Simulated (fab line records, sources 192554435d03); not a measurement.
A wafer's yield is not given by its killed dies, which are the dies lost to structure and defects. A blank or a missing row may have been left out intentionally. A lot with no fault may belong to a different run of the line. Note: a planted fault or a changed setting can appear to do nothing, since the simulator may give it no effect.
Code-filled problem report in 8D (eight disciplines) form ; flow n5_finfet ; the parts of the form that need people (team, actions taken, sign-off) are left out

## 1. THE ISSUE
Mean M15_OVL at N5_BEOL_M15_OVL_MEAS_29: 60 nm over 6 wafers in 2 lots; fault-free wafers: -1 nm, standard deviation 4.3. That is +14 standard deviations from the usual mean.
The first sign was on wafer L625.3 at day 13 00:26, on overlay-01. The record has a number at this step for 33 wafers belonging to 11 lots. Rule for "out", or "out of limits": more than 4 standard deviations from the usual mean. The other wafers with a number count as sound.

## 2. WHAT THIS IS AND IS NOT
question;is;is not
which readings at this step;M15_OVL;-
which lots;L625, L626;L620, L622, L624, L629, L630, L634, L635, L636, L639
which wafers of those lots;all that have a number;-
read on which gauges;overlay-01;overlay-02
when;from day 13 00:26;"up to then (9 sound wafers); but 18 sound wafers of L629, L630, L634, L635, L636, L639 came after"

## 3. SUSPECTS, AND WHAT RULES EACH OUT
Counting: a tool at a process step up to the reading stays a suspect if it ran every lot that is out and no sound lot after the first of them.
- the gauge at N5_BEOL_M15_OVL_MEAS_29: kept. All the wafers that are out were read on overlay-01, and no step on other tools shows them out.
- krf_scanner-01 at N5_BEOL_M15_EXPOSE_25 (exposes mask M15, target cd 400 nm): kept. It processed each lot that is out, first L625 at day 13 00:14, and no sound lot thereafter; up to then, the last sound lot it processed was L624 at day 12 20:16.
After counting, krf_scanner-01 at N5_BEOL_M15_EXPOSE_25 and overlay-01 at N5_BEOL_M15_OVL_MEAS_29 remain.

## 4. THE CAUSE (what the simulator had put in)
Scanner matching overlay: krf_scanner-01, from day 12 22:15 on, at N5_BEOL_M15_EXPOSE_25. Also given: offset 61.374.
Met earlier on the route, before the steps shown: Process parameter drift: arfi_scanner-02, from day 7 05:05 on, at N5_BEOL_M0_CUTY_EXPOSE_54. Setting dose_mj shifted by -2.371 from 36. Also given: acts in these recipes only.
This tool is one of the 2 suspects left after counting.

## 5. THE CHAIN OF EFFECTS, in route order
Each row: a reading whose mean over the struck wafers that have a number lies more than 3 standard deviations from the usual. Only readings for which the record gives a usual standard deviation are gone through. hours: the time from each lot's start at the first step in this table that gives one to its start at this step, as a median over the lots. sigmas: the change in usual standard deviations.
hours;step;reading;usual;on struck wafers;change;sigmas
0;N5_BEOL_M15_OVL_MEAS_29;M15_OVL;-1 nm;60;+60;+14

## 6. WHAT WOULD HAVE CAUGHT IT SOONER
2 hours passed between the start of the fault at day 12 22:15 and the first reading out of limits at a measuring or inspecting step in this record, taken at day 13 00:26.
L626, from the lots that are out (2), started N5_BEOL_M15_EXPOSE_25 on krf_scanner-01 later than day 13 00:26. Putting the tool on hold at that point would have spared it.
